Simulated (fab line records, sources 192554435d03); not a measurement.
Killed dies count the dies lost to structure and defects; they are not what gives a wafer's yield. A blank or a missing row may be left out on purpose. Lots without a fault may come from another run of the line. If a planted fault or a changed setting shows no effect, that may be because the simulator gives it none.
What tool caused it? || flow n5Finfet || 11 lots with 31 wafers sampled at 6 steps, on a route of 1938 steps

WHAT EACH GAUGE READ, for each wafer
N5_BEOL_M4_RC_MEAS_101.
{"lot": "L872", "measured": "day 8 22:56", "on": "prober-02", "DIBL_N (mV/V)": "38.7 35.8 34.1"}
{"lot": "L875", "measured": "day 9 19:16", "on": "prober-02", "DIBL_N (mV/V)": "36.6 37.9 38.8"}
{"lot": "L869", "measured": "day 9 21:03", "on": "prober-02", "DIBL_N (mV/V)": "37.9 38.6 38.9"}
{"lot": "L876", "measured": "day 10 00:10", "on": "prober-01", "DIBL_N (mV/V)": "38.2 38.0 37.1"}
{"lot": "L877", "measured": "day 10 03:49", "on": "prober-01", "DIBL_N (mV/V)": "37.7 37.6 34.5"}
{"lot": "L878", "measured": "day 10 19:17", "on": "prober-01", "DIBL_N (mV/V)": "35.6 38.3 34.8"}
{"lot": "L879", "measured": "day 10 19:43", "on": "prober-02", "DIBL_N (mV/V)": "35.7 34.0"}
{"lot": "L881", "measured": "day 11 19:04", "on": "prober-02", "DIBL_N (mV/V)": "39.2 38.2"}
{"lot": "L882", "measured": "day 12 19:37", "on": "prober-02", "DIBL_N (mV/V)": "38.4 40.1 35.5"}
{"lot": "L891", "measured": "day 14 10:52", "on": "prober-02", "DIBL_N (mV/V)": "39.5 40.7 37.4"}
{"lot": "L892", "measured": "day 14 13:47", "on": "prober-02", "DIBL_N (mV/V)": "40.8 35.2 37.1"}

WHICH TOOL RAN EACH LOT (tool, then ch and the chambers of the sampled wafers, then the start)
{"lot": "L872", "N5_BEOL_M4_ANNEAL_49": "pvdSputter-03, day 8 20:05", "N5_BEOL_M4_SPUTTER_81": "pvdSputter-03, day 8 20:27", "N5_BEOL_M4_ANNEAL_89": "pvdSputter-03, day 8 20:58", "N5_BEOL_M4_ECD_50": "ecdCu-01 ch 0,1, day 8 21:53", "N5_BEOL_M4_CMP_52": "cmp-03 ch 0,2, day 8 22:20"}
{"lot": "L875", "N5_BEOL_M4_ANNEAL_49": "pvdSputter-02, day 9 16:29", "N5_BEOL_M4_SPUTTER_81": "pvdSputter-02, day 9 16:51", "N5_BEOL_M4_ANNEAL_89": "pvdSputter-02, day 9 17:22", "N5_BEOL_M4_ECD_50": "ecdCu-02 ch 1, day 9 18:17", "N5_BEOL_M4_CMP_52": "cmp-04 ch 2,3, day 9 18:42"}
{"lot": "L869", "N5_BEOL_M4_ANNEAL_49": "pvdSputter-01, day 9 18:01", "N5_BEOL_M4_SPUTTER_81": "pvdSputter-01, day 9 18:23", "N5_BEOL_M4_ANNEAL_89": "pvdSputter-01, day 9 18:54", "N5_BEOL_M4_ECD_50": "ecdCu-01 ch 0,1, day 9 19:50", "N5_BEOL_M4_CMP_52": "cmp-03 ch 1,2, day 9 20:20"}
{"lot": "L876", "N5_BEOL_M4_ANNEAL_49": "pvdSputter-01, day 9 21:12", "N5_BEOL_M4_SPUTTER_81": "pvdSputter-01, day 9 21:34", "N5_BEOL_M4_ANNEAL_89": "pvdSputter-01, day 9 22:05", "N5_BEOL_M4_ECD_50": "ecdCu-01 ch 1, day 9 23:00", "N5_BEOL_M4_CMP_52": "cmp-03 ch 1,2, day 9 23:22"}
{"lot": "L877", "N5_BEOL_M4_ANNEAL_49": "pvdSputter-03, day 10 00:50", "N5_BEOL_M4_SPUTTER_81": "pvdSputter-03, day 10 01:11", "N5_BEOL_M4_ANNEAL_89": "pvdSputter-03, day 10 01:43", "N5_BEOL_M4_ECD_50": "ecdCu-01 ch 0,1, day 10 02:38", "N5_BEOL_M4_CMP_52": "cmp-03 ch 0,1,3, day 10 03:15"}
{"lot": "L878", "N5_BEOL_M4_ANNEAL_49": "pvdSputter-01, day 10 16:29", "N5_BEOL_M4_SPUTTER_81": "pvdSputter-01, day 10 16:51", "N5_BEOL_M4_ANNEAL_89": "pvdSputter-01, day 10 17:22", "N5_BEOL_M4_ECD_50": "ecdCu-01 ch 0,1, day 10 18:17", "N5_BEOL_M4_CMP_52": "cmp-03 ch 1,2,3, day 10 18:40"}
{"lot": "L879", "N5_BEOL_M4_ANNEAL_49": "pvdSputter-02, day 10 16:55", "N5_BEOL_M4_SPUTTER_81": "pvdSputter-02, day 10 17:17", "N5_BEOL_M4_ANNEAL_89": "pvdSputter-02, day 10 17:48", "N5_BEOL_M4_ECD_50": "ecdCu-01 ch 1, day 10 18:43", "N5_BEOL_M4_CMP_52": "cmp-03 ch 3, day 10 19:05"}
{"lot": "L881", "N5_BEOL_M4_ANNEAL_49": "pvdSputter-03, day 11 15:55", "N5_BEOL_M4_SPUTTER_81": "pvdSputter-03, day 11 16:17", "N5_BEOL_M4_ANNEAL_89": "pvdSputter-03, day 11 16:48", "N5_BEOL_M4_ECD_50": "ecdCu-01 ch 0,1, day 11 17:43", "N5_BEOL_M4_CMP_52": "cmp-03 ch 0,2, day 11 18:31"}
{"lot": "L882", "N5_BEOL_M4_ANNEAL_49": "pvdSputter-01, day 12 16:29", "N5_BEOL_M4_SPUTTER_81": "pvdSputter-01, day 12 16:51", "N5_BEOL_M4_ANNEAL_89": "pvdSputter-01, day 12 17:22", "N5_BEOL_M4_ECD_50": "ecdCu-02 ch 0,1, day 12 18:17", "N5_BEOL_M4_CMP_52": "cmp-01 ch 0,2, day 12 19:01"}
{"lot": "L891", "N5_BEOL_M4_ANNEAL_49": "pvdSputter-03, day 14 07:55", "N5_BEOL_M4_SPUTTER_81": "pvdSputter-03, day 14 08:17", "N5_BEOL_M4_ANNEAL_89": "pvdSputter-03, day 14 08:48", "N5_BEOL_M4_ECD_50": "ecdCu-02 ch 0,1, day 14 09:43", "N5_BEOL_M4_CMP_52": "cmp-03 ch 0,2,3, day 14 10:05"}
{"lot": "L892", "N5_BEOL_M4_ANNEAL_49": "pvdSputter-03, day 14 10:50", "N5_BEOL_M4_SPUTTER_81": "pvdSputter-03, day 14 11:12", "N5_BEOL_M4_ANNEAL_89": "pvdSputter-03, day 14 11:43", "N5_BEOL_M4_ECD_50": "ecdCu-02 ch 0,1, day 14 12:38", "N5_BEOL_M4_CMP_52": "cmp-03 ch 0,2, day 14 13:01"}
- N5_BEOL_M4_ANNEAL_49: time 240 s.
- N5_BEOL_M4_SPUTTER_81: material Cu, target thk 4.5 nm, time 8.29 s.
- N5_BEOL_M4_ANNEAL_89: time 240 s.
- N5_BEOL_M4_ECD_50: material Cu, target thk 300 nm.
- N5_BEOL_M4_CMP_52: polishes, stops on SiOC, t overpolish 6.8 s, target thk 40 nm.

THE ANSWER, worked out from the rows above alone
Rule: the usual values come from the lots themselves. Put in order of their means at a reading, lots are off if they are a third of the lots or fewer, leave a main group of 4 or more, and stand apart from it by a gap of 3 or more times the standard deviation of the main group's means; of several such gaps the widest counts. A main group whose means are all the same, to the digits that the tables above print for the reading, isn't used. Also off: a lot with no number at a reading for which 4 or more lots have one. The other lots that the step has rows for count as sound.
Nothing can be told from this: no lot is off at any reading shown.

WHAT THE SIMULATOR PUT IN
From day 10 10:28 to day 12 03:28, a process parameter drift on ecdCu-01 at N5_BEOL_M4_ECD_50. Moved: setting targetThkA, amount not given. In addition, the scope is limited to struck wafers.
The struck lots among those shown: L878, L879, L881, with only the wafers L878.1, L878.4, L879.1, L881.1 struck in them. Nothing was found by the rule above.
